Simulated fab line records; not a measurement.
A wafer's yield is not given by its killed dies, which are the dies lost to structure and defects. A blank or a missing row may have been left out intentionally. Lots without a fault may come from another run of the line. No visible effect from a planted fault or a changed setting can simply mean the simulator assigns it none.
Which tool is to blame? -- flow nand_harc -- 24 lots with 72 wafers sampled at 6 steps, on a route of 1159 steps

## WHAT THE GAUGES READ, wafer by wafer
NHARC_A_CHANNEL_HOLE_D1_OVL_MEAS_11. Usual: overlay_x_nm 0.1 nm, standard deviation 1; overlay_y_nm 0.0 nm, standard deviation 1.1.
lot,measured,on,overlay_x_nm (nm),overlay_y_nm (nm),flag
L074,day 8 05:11,overlay-01,-1.1 -0.5 -1.3,0.4 0.7 0.4,
L076,day 8 19:52,overlay-02,-0.1 0.2 0.8,-1.3 -0.6 -0.7,
L075,day 8 20:02,overlay-01,-0.4 -0.7 -0.3,0.5 0.9 -0.1,
L078,day 8 23:47,overlay-02,-0.6 -0.2 -0.6,-1.6 -1.8 -1.6,
L077,day 9 00:32,overlay-02,1.9 2.0 1.8,1.5 1.8 1.6,
L079,day 9 17:41,overlay-02,1.6 1.7 1.2,-0.6 0.0 -0.5,
L080,day 9 18:37,overlay-01,1.4 1.8 1.2,-1.0 -1.0 -1.2,
L081,day 10 04:11,overlay-02,0.4 0.3 0.3,-0.5 -0.9 -0.2,
L082,day 10 04:38,overlay-02,1.5 1.7 1.7,-0.3 0.0 -0.1,
L083,day 10 11:24,overlay-01,-0.5 -1.0 -0.7,0.6 1.0 0.4,
L084,day 10 12:08,overlay-02,0.2 0.4 -0.5,-0.2 -0.3 -0.2,
L085,day 11 09:58,overlay-02,1.2 1.3 1.1,1.8 1.6 1.5,
L087,day 11 11:44,overlay-01,-0.6 -1.1 -0.8,-0.3 0.2 -0.1,
L086,day 11 12:05,overlay-02,0.1 0.7 1.2,-0.7 -0.8 -1.4,
L089,day 11 20:13,overlay-01,1.8 1.3 0.6,0.7 0.1 0.4,
L088,day 12 02:47,overlay-02,-0.4 -0.8 -0.1,2.0 1.4 1.8,
L090,day 12 10:43,overlay-02,-1.6 -1.7 -1.8,0.8 1.2 1.5,
L092,day 12 19:51,overlay-02,-0.7 -0.5 -0.3,-1.5 -2.3 -2.1,
L091,day 12 20:00,overlay-01,0.3 -0.4 -0.6,-2.4 -2.4 -1.8,
L093,day 13 06:10,overlay-01,0.8 0.3 -0.7,0.4 0.1 0.4,
L094,day 13 07:02,overlay-01,-0.2 0.1 0.2,-0.4 -0.9 -0.5,
L095,day 13 07:56,overlay-02,-0.8 -1.5 -1.3,-1.1 -0.6 -0.5,
L096,day 14 03:13,overlay-02,0.4 0.2 0.0,0.3 0.3 0.5,
L097,day 14 03:27,overlay-02,-1.8 -1.6 -1.5,1.4 1.2 1.8,

NHARC_A_CHANNEL_FILL_D1_THK_MEAS_06: measures by ellipsometry. Usual: thk_nm 5.0 nm, standard deviation 0.94.
lot,measured,on,thk_nm (nm),flag
L074,day 10 05:07,film_metro-01,4.9 5.5 2.3,
L076,day 10 15:46,film_metro-01,6.4 6.0 5.0,
L075,day 10 15:48,film_metro-02,3.9 4.5 5.3,
L078,day 10 20:53,film_metro-02,5.3 4.9 4.7,
L077,day 10 20:53,film_metro-01,5.8 5.4 5.9,
L079,day 11 13:11,film_metro-01,4.7 4.6 6.3,
L080,day 11 13:11,film_metro-02,4.7 5.1 3.6,
L081,day 11 23:04,film_metro-02,4.8 5.5 4.9,
L082,day 11 23:04,film_metro-01,4.2 3.3 5.2,
L083,day 12 06:44,film_metro-01,5.0 6.4 5.9,
L084,day 12 06:44,film_metro-02,5.8 4.8 3.8,
L085,day 13 07:22,film_metro-01,5.1 4.4 6.5,
L087,day 13 07:21,film_metro-02,4.3 5.4 4.8,
L086,day 13 11:05,film_metro-01,4.6 3.2 3.3,
L089,day 13 16:23,film_metro-02,5.5 5.1 4.1,
L088,day 13 22:29,film_metro-02,3.7 5.1 5.6,
L090,day 14 05:59,film_metro-02,4.7 5.5 5.0,
L092,day 14 16:50,film_metro-02,3.1 6.7 3.5,
L091,day 14 16:50,film_metro-01,5.5 5.4 3.9,
L093,day 15 01:55,film_metro-01,6.2 5.3 5.4,
L094,day 15 01:55,film_metro-02,5.8 5.4 5.8,
L095,day 15 05:18,film_metro-02,4.2 5.3 3.5,
L096,day 16 02:29,film_metro-01,2.9 4.5 4.3,
L097,day 16 02:29,film_metro-02,5.9 5.4 4.6,

## EACH LOT AND THE TOOL THAT RAN IT (in order: tool; ch and the chambers of the sampled wafers; start)
lot,NHARC_A_CHANNEL_HOLE_D1_DEP_01,NHARC_A_CHANNEL_HOLE_D1_DESCUM_15,NHARC_A_CHANNEL_HOLE_D1_ETCH_38,NHARC_A_CHANNEL_HOLE_D1_ETCH_19
L074,"pecvd-01 ch 0,1, day 8 04:32","rie_diel-10 ch 1,2,3, day 8 05:17","rie_diel-10 ch 1,3, day 8 05:22","har_etch-01 ch 0,1, day 8 06:30"
L076,"pecvd-03 ch 1,2, day 8 19:11","rie_diel-04 ch 0,1,3, day 8 19:58","rie_diel-04 ch 1,2,3, day 8 20:03","har_etch-01 ch 0,1, day 8 21:10"
L075,"pecvd-02 ch 0,1, day 8 19:16","rie_diel-09 ch 0,3, day 8 20:07","rie_diel-09 ch 1,3, day 8 20:13","har_etch-02 ch 0,1, day 8 21:20"
L078,"pecvd-03 ch 0,2, day 8 23:01","rie_diel-10 ch 0,1,3, day 8 23:54","rie_diel-10 ch 0,1,2, day 8 23:59","har_etch-01 ch 0,1, day 9 02:59"
L077,"pecvd-02 ch 0,1,2, day 8 23:41","rie_diel-04 ch 0,2,3, day 9 00:37","rie_diel-04 ch 0,2,3, day 9 00:44","har_etch-02 ch 0,1, day 9 03:08"
L079,"pecvd-01 ch 0,1, day 9 17:00","rie_diel-04 ch 2,3, day 9 17:47","rie_diel-04 ch 0,1,2, day 9 17:53","har_etch-01 ch 0,1, day 9 18:58"
L080,"pecvd-01 ch 0,1,2, day 9 17:49","rie_diel-09 ch 1,2,3, day 9 18:43","rie_diel-09 ch 0,1,2, day 9 18:49","har_etch-02 ch 0, day 9 19:55"
L081,"pecvd-03 ch 0,1,2, day 10 03:35","rie_diel-09 ch 0,3, day 10 04:17","rie_diel-09 ch 0,3, day 10 04:22","har_etch-01 ch 0,1, day 10 05:31"
L082,"pecvd-01 ch 1,2, day 10 03:49","rie_diel-10 ch 0,1,2, day 10 04:44","rie_diel-10 ch 0,1,2, day 10 04:50","har_etch-02 ch 0,1, day 10 06:10"
L083,"pecvd-03 ch 1,2, day 10 10:37","rie_diel-10 ch 1,2,3, day 10 11:30","rie_diel-10 ch 1,2,3, day 10 11:35","har_etch-01 ch 0,1, day 10 12:43"
L084,"pecvd-01 ch 0,1, day 10 11:23","rie_diel-09 ch 0,1, day 10 12:14","rie_diel-09 ch 2,3, day 10 12:19","har_etch-02 ch 0,1, day 10 13:27"
L085,"pecvd-02 ch 0,1,2, day 11 09:11","rie_diel-04 ch 0,1,3, day 11 10:04","rie_diel-04 ch 1,3, day 11 10:09","har_etch-01 ch 0,1, day 11 12:33"
L087,"pecvd-02 ch 0,1,2, day 11 11:05","rie_diel-10 ch 2,3, day 11 11:51","rie_diel-10 ch 1,2,3, day 11 11:56","har_etch-02 ch 0,1, day 11 14:21"
L086,"pecvd-01 ch 0,1,2, day 11 11:17","rie_diel-04 ch 0,2, day 11 12:11","rie_diel-04 ch 2,3, day 11 12:17","har_etch-01 ch 0,1, day 11 16:44"
L089,"pecvd-01 ch 1,2, day 11 19:32","rie_diel-10 ch 1,2, day 11 20:19","rie_diel-10 ch 0,3, day 11 20:23","har_etch-02 ch 0,1, day 11 21:34"
L088,"pecvd-01 ch 0,1, day 12 01:59","rie_diel-10 ch 0,1,2, day 12 02:53","rie_diel-10 ch 0,1,2, day 12 02:58","har_etch-01 ch 0,1, day 12 04:04"
L090,"pecvd-01 ch 0,1,2, day 12 10:06","rie_diel-09 ch 1,2, day 12 10:50","rie_diel-09 ch 1,3, day 12 10:55","har_etch-02 ch 0,1, day 12 12:13"
L092,"pecvd-01 ch 0,1,2, day 12 19:04","rie_diel-09 ch 1,2, day 12 19:56","rie_diel-09 ch 1,3, day 12 20:03","har_etch-01 ch 0,1, day 12 21:13"
L091,"pecvd-03 ch 0,2, day 12 19:11","rie_diel-04 ch 1,2,3, day 12 20:06","rie_diel-04 ch 0,2,3, day 12 20:11","har_etch-02 ch 0,1, day 12 21:48"
L093,"pecvd-01 ch 0,1, day 13 05:22","rie_diel-09 ch 0,1,2, day 13 06:17","rie_diel-09 ch 0,1,3, day 13 06:22","har_etch-02 ch 0,1, day 13 07:28"
L094,"pecvd-01 ch 0,1,2, day 13 06:13","rie_diel-10 ch 0,1,3, day 13 07:09","rie_diel-10 ch 1,2,3, day 13 07:14","har_etch-01 ch 0,1, day 13 08:20"
L095,"pecvd-01 ch 0,1, day 13 07:16","rie_diel-09 ch 0,2, day 13 08:03","rie_diel-09 ch 0,1,3, day 13 08:08","har_etch-02 ch 0,1, day 13 11:38"
L096,"pecvd-01 ch 0,2, day 14 02:25","rie_diel-09 ch 0,2, day 14 03:19","rie_diel-09 ch 1,3, day 14 03:24","har_etch-02 ch 1, day 14 04:31"
L097,"pecvd-01 ch 0,2, day 14 02:47","rie_diel-10 ch 0,2, day 14 03:34","rie_diel-10 ch 0,1,3, day 14 03:38","har_etch-02 ch 0,1, day 14 08:40"
- NHARC_A_CHANNEL_HOLE_D1_DEP_01: deposits SiON, target thk 140 nm.
- NHARC_A_CHANNEL_HOLE_D1_DESCUM_15: chemistry O2, time 3 s.
- NHARC_A_CHANNEL_HOLE_D1_ETCH_38: etches the open film in CF4, target depth 39 nm, time 65 s.
- NHARC_A_CHANNEL_HOLE_D1_ETCH_19: etches the open film in C4F8/O2/Ar, time 34.5 s.

## WHAT THE TOOLS THEMSELVES READ (means of the sampled wafers that have a number; where no wafer has one, the mark that the record gives instead)
NHARC_A_CHANNEL_HOLE_D1_DEP_01. Usual: heater_power_outer_w 429 W, standard deviation 51; heater_power_w 736 W, standard deviation 72.
lot,tool,heater_power_outer_w (W),heater_power_w (W),flag
L074,pecvd-01,440,741,
L076,pecvd-03,400,686,
L075,pecvd-02,440,764,
L078,pecvd-03,401,698,
L077,pecvd-02,352,643,
L079,pecvd-01,500,796,
L080,pecvd-01,453,771,
L081,pecvd-03,415,689,
L082,pecvd-01,470,808,
L083,pecvd-03,412,668,
L084,pecvd-01,483,773,
L085,pecvd-02,386,697,
L087,pecvd-02,362,668,
L086,pecvd-01,429,755,
L089,pecvd-01,384,676,
L088,pecvd-01,418,697,
L090,pecvd-01,470,801,
L092,pecvd-01,444,767,
L091,pecvd-03,421,707,
L093,pecvd-01,459,764,
L094,pecvd-01,410,715,
L095,pecvd-01,439,734,
L096,pecvd-01,433,769,
L097,pecvd-01,474,832,

NHARC_A_CHANNEL_HOLE_D1_DESCUM_15. Usual: drypump_motor_current_A 5.9 A, standard deviation 0.41; oes_product_au 1.004 a.u., standard deviation 0.0092; rf_vpp_V 57.7 V, standard deviation 0.93; showerhead_plenum_p_Torr 1.90 Torr, standard deviation 0.084; throttle_valve_pct 11.310 %, standard deviation 0.0094.
lot,tool,drypump_motor_current_A (A),oes_product_au (a.u.),rf_vpp_V (V),showerhead_plenum_p_Torr (Torr),throttle_valve_pct (%),flag
L074,rie_diel-10,5.7,1.006,57.7,1.94,11.322,
L076,rie_diel-04,5.9,0.993,57.8,1.86,11.319,
L075,rie_diel-09,6.0,0.997,57.5,1.87,11.304,
L078,rie_diel-10,6.0,1.002,58.0,1.95,11.309,
L077,rie_diel-04,5.6,0.998,58.3,1.87,11.307,
L079,rie_diel-04,5.6,1.002,57.5,1.85,11.312,
L080,rie_diel-09,6.0,1.001,57.1,1.86,11.308,
L081,rie_diel-09,6.1,1.007,57.5,1.87,11.311,
L082,rie_diel-10,5.7,1.005,58.5,2.02,11.311,
L083,rie_diel-10,5.7,0.997,57.6,1.93,11.304,
L084,rie_diel-09,6.3,1.015,57.3,1.85,11.311,
L085,rie_diel-04,5.9,1.007,58.1,1.86,11.298,
L087,rie_diel-10,5.6,1.016,57.7,1.93,11.310,
L086,rie_diel-04,5.9,1.000,57.4,1.84,11.304,
L089,rie_diel-10,5.4,1.012,57.6,2.00,11.317,
L088,rie_diel-10,5.7,1.003,58.0,2.01,11.296,
L090,rie_diel-09,5.9,1.005,57.5,1.87,11.300,
L092,rie_diel-09,6.2,1.000,56.7,1.83,11.318,
L091,rie_diel-04,5.8,1.000,58.2,1.84,11.305,
L093,rie_diel-09,6.1,1.010,57.5,1.85,11.312,
L094,rie_diel-10,6.0,1.004,58.9,1.94,11.311,
L095,rie_diel-09,6.0,1.008,57.8,1.87,11.313,
L096,rie_diel-09,6.0,1.005,57.1,1.87,11.303,
L097,rie_diel-10,5.9,1.003,58.0,2.02,11.310,

NHARC_A_CHANNEL_HOLE_D1_ETCH_38. Usual: drypump_motor_current_A 5.9 A, standard deviation 0.4; oes_product_au 1.002 a.u., standard deviation 0.01; rf_vpp_V 151.1 V, standard deviation 1.1; showerhead_plenum_p_Torr 1.76 Torr, standard deviation 0.072; throttle_valve_pct 13.284 %, standard deviation 0.0089.
lot,tool,drypump_motor_current_A (A),oes_product_au (a.u.),rf_vpp_V (V),showerhead_plenum_p_Torr (Torr),throttle_valve_pct (%),flag
L074,rie_diel-10,5.8,1.000,151.4,1.79,13.286,
L076,rie_diel-04,5.8,0.999,150.6,1.71,13.288,
L075,rie_diel-09,6.3,0.982,150.3,1.69,13.284,
L078,rie_diel-10,5.7,1.004,152.5,1.86,13.271,
L077,rie_diel-04,5.6,0.998,150.7,1.73,13.281,
L079,rie_diel-04,6.1,1.002,150.5,1.70,13.280,
L080,rie_diel-09,6.1,1.002,150.9,1.72,13.289,
L081,rie_diel-09,6.1,1.003,150.6,1.73,13.283,
L082,rie_diel-10,5.7,1.009,152.7,1.86,13.275,
L083,rie_diel-10,5.7,1.007,151.6,1.79,13.285,
L084,rie_diel-09,5.8,0.987,150.5,1.74,13.287,
L085,rie_diel-04,5.6,0.998,151.0,1.73,13.284,
L087,rie_diel-10,5.7,1.012,151.2,1.78,13.282,
L086,rie_diel-04,5.6,0.988,151.2,1.72,13.283,
L089,rie_diel-10,6.2,1.002,151.9,1.80,13.291,
L088,rie_diel-10,5.8,1.002,152.2,1.85,13.286,
L090,rie_diel-09,6.1,1.009,151.1,1.71,13.279,
L092,rie_diel-09,6.1,1.008,151.1,1.71,13.295,
L091,rie_diel-04,5.6,0.995,150.9,1.73,13.286,
L093,rie_diel-09,6.2,1.010,151.1,1.71,13.291,
L094,rie_diel-10,5.7,1.009,150.7,1.78,13.288,
L095,rie_diel-09,6.2,1.009,150.7,1.71,13.271,
L096,rie_diel-09,6.1,1.008,150.2,1.71,13.283,
L097,rie_diel-10,6.0,0.993,151.4,1.79,13.284,

NHARC_A_CHANNEL_HOLE_D1_ETCH_19. Usual: drypump_motor_current_A 5.77 A, standard deviation 0.08; showerhead_plenum_p_Torr 3.79 Torr, standard deviation 0.11; throttle_valve_pct 37.038 %, standard deviation 0.0085.
lot,tool,drypump_motor_current_A (A),showerhead_plenum_p_Torr (Torr),throttle_valve_pct (%),flag
L074,har_etch-01,5.79,3.88,37.035,
L076,har_etch-01,5.76,3.87,37.044,
L075,har_etch-02,5.78,3.78,37.028,
L078,har_etch-01,5.71,3.87,37.038,
L077,har_etch-02,5.79,3.78,37.035,
L079,har_etch-01,5.75,3.87,37.026,
L080,har_etch-02,5.87,3.62,37.031,
L081,har_etch-01,5.69,3.86,37.039,
L082,har_etch-02,5.84,3.70,37.042,
L083,har_etch-01,5.76,3.86,37.033,
L084,har_etch-02,5.84,3.69,37.035,
L085,har_etch-01,5.76,3.86,37.048,
L087,har_etch-02,5.84,3.69,37.042,
L086,har_etch-01,5.75,3.86,37.036,
L089,har_etch-02,5.78,3.76,37.039,
L088,har_etch-01,5.72,3.85,37.043,
L090,har_etch-02,5.82,3.68,37.040,
L092,har_etch-01,5.77,3.85,37.035,
L091,har_etch-02,5.82,3.68,37.040,
L093,har_etch-02,5.79,3.75,37.035,
L094,har_etch-01,5.76,3.84,37.030,
L095,har_etch-02,5.79,3.75,37.036,
L096,har_etch-02,5.75,3.83,37.043,
L097,har_etch-02,5.79,3.74,37.042,

## THE ANSWER, worked out from the rows above alone
Rule: a lot is off if the mean of its wafers that have a number lies more than 3 standard deviations from the usual mean. A lot without any number at a reading at which 4 lots or more have one is off too. Where the step has rows for the other lots, those lots are counted as sound. Order of review: gauges by route order, followed by the tools' own readings, for which a lot's mean as printed above is used. At the first step where some lot is off, the reading lying furthest off is the one used; lots without a number count as furthest.
No lot is off at any reading shown: from this, nothing can be told.

## WHAT THE SIMULATOR HAD INSERTED
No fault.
